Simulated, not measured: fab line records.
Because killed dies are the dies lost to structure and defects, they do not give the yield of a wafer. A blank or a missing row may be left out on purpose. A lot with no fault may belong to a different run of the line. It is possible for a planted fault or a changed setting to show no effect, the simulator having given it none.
Struck lot and sound lot, side by side || flow n5-finfet || 37 out of 1938 route steps
Sound: wafers L445.2, L445.4, L445.5. Struck: wafer L442.1 (left out: L442.2, L442.4 of the same lot, which were not struck); the cause appears at the end.
At each step with rows: each side's tool, then ch and its chambers, then its first start. Under that, the readings that differ: sound wafers || struck wafers || difference of the means || sigmas: that difference in standard deviations of wafers without a fault.
alike: a reading whose means differ by less than 2 such deviations, as well as words and numbers matching on both sides. not compared: withheld readings; readings where some wafer has no value; bounds like >300 that might hide an equal value; numbers whose values overlap and for which the record gives no deviation.
Wherever a step has rows on one side only, a row that says differs or no value, or a row with sigmas, the two part there. Numbers that have no deviation but don't overlap get no sigmas and don't part them. A reading that every wafer of one side lacks parts them only if that side has two wafers or more.

first, 9 steps without rows for these wafers: N5_BEOL_M0_CUTY_DESCUM_61 (chemistry O2, time 7.9 s); N5_BEOL_M0_CUTY_ETCH_62 (etches SiARC in CF4, time 58.5 s); N5_BEOL_M0_CUTY_ETCH_63 (etches SOC in N2/H2, target depth 82.7 nm, overetch 16.5 nm, time 124 s); N5_BEOL_M0_CUTY_STRIP_64 (strips in N2/H2); N5_BEOL_M0_ETCH_138 (etches SiCN in CH3F/O2, target depth 12 nm, time 31.6 s); N5_BEOL_M0_HM_OPEN_105 (chemistry Cl2/BCl3, target TiN, target depth 12 nm); N5_BEOL_M0_STRIP_140 (strips in CF4); N5_BEOL_M0_STRIP_104 (strips in N2/H2); N5_BEOL_M0_WET_ETCH_106 (etches SiO2 in DHF, target depth 130 nm, rinse time 30 s).
N5_BEOL_M0_ETCH_128: etches SiCN in CF4/N2, target depth 12 nm, overetch 5.1 nm, time 21.4 s.
  sound on rie-diel-02 ch 0,1, day 10 19:02; struck on rie-diel-05 ch 3, day 9 19:25
{"reading": "mfc-ar-sccm (sccm)", "sound": "100.11 99.65 99.53", "struck": 100.40, "difference": "+0.64", "sigmas": "+2"}
{"reading": "rf-vpp-V (V)", "sound": "379.5 379.9 378.6", "struck": 382.8, "difference": "+3.5", "sigmas": "+2"}
  alike: bias-w, drypump-motor-current-A, oes-product-au, showerhead-plenum-p-Torr, throttle-valve-pct
  not compared: rf-hours-counter-h
then, 26 steps without rows for these wafers: N5_BEOL_M0_TRENCH_ETCH_107 (etches SiOC in C4F6/O2, target depth 32.8 nm, time 16.4 s); N5_BEOL_M0_STRIP_142 (strips in N2/H2, time 10 s); N5_BEOL_M0_HM_STRIP_129 (strips TiN in peroxide tin strip, target depth 17 nm, time 108 s); N5_BEOL_M0_SRD_130 (time 30 s); N5_BEOL_M0_ETCH_109 (etches SiCN in CH3F/O2, target depth 8 nm, overetch 2.4 nm, time 27.4 s); N5_BEOL_M0_STRIP_139 (strips in post etch residue remover, time 60 s); N5_BEOL_M0_SRD_111 (time 30 s); N5_BEOL_M0_DEGAS_112 (time 60 s); N5_BEOL_M0_PRE_CLEAN_113 (time 30 s); N5_BEOL_M0_ALD_136 (deposits TaN, pulse time 2 s, purge time 3 s, co reactant purge time 2 s); N5_BEOL_M0_SURFACE_TREAT_137; N5_BEOL_M0_CVD_115 (deposits Co from CCTBA/H2, time 120 s); N5_BEOL_M0_SPUTTER_116 (material Cu, target thk 4 nm, time 7.37 s); N5_BEOL_M0_ANNEAL_117 (time 60 s); N5_BEOL_M0_SPUTTER_132 (material Cu, target thk 4 nm, time 7.37 s); N5_BEOL_M0_ANNEAL_133 (time 60 s); N5_BEOL_M0_SPUTTER_134 (material Cu, target thk 4 nm, time 7.37 s); N5_BEOL_M0_ANNEAL_135 (time 60 s); N5_BEOL_M0_SPUTTER_141 (material Cu, target thk 4 nm, time 7.37 s); N5_BEOL_M0_ECD_118 (material Cu, target thk 300 nm); N5_BEOL_M0_ANNEAL_119 (time 90 s); N5_BEOL_M0_CMP_120 (polishes, stops on SiOC, t overpolish 6.9 s); N5_BEOL_M0_PRE_CLEAN_131 (time 15 s); N5_BEOL_M0_CO_CAP_123 (material Co, precursor CCTBA/H2, target thk 2 nm, time 102.1 s); N5_BEOL_M0_PRE_CLEAN_124 (time 15 s); N5_BEOL_M0_DEP_125 (deposits SiCN from 3MS/NH3, target thk 8 nm, time 14 s).
-- the record jumps here: 6 days lie between the struck wafers' starts before and after (it left off in module BEOL_M0 and takes up again in module PASSIVATION, whose first step shown is number 1936 of the route) --
N5_PASSIVATION_PROBE_49:
  sound on prober-02 at day 17 03:25; struck on prober-02 at day 16 03:35
{"reading": "defect-limited-yield (%)", "sound": "90.4 91.7 93.4", "struck": 80.8, "difference": -11.0, "sigmas": -8}
{"reading": "killed_at_M0_to_M3", "sound": "25 24 30", "struck": 163, "difference": "+137", "sigmas": "+14"}
{"reading": "killed-dies", "sound": "113 98 78", "struck": 227, "difference": "+131", "sigmas": "+9"}
{"reading": "killed-on-rim", "sound": "16 9 14", "struck": 35, "difference": "+22", "sigmas": "+5"}
{"reading": "sort_bin_5_function (%)", "sound": "6.1 5.2 4.4", "struck": 10.7, "difference": "+5.5", "sigmas": "+7"}
{"reading": "sort_bin_6_memory (%)", "sound": "3.3 2.8 2.1", "struck": 4.5, "difference": "+1.8", "sigmas": "+2"}
{"reading": "sort-n-pass", "sound": "1067 1082 1102", "struck": 953, "difference": -131, "sigmas": -9}
{"reading": "sort-yield-pct (%)", "sound": "90.4 91.7 93.4", "struck": 80.8, "difference": -11.0, "sigmas": -8}
  alike: killed_at_M4_up, killed-at-contacts, killed-at-front-end, killed-at-other, killed-open, killed-short

== WHERE THEY PART ==
First at N5_BEOL_M0_ETCH_128; last, within this record, at N5_PASSIVATION_PROBE_49.

WHY: what had been put in by the simulator
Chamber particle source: rie-diel-05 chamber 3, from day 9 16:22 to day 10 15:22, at N5_BEOL_M0_ETCH_128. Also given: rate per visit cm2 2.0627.
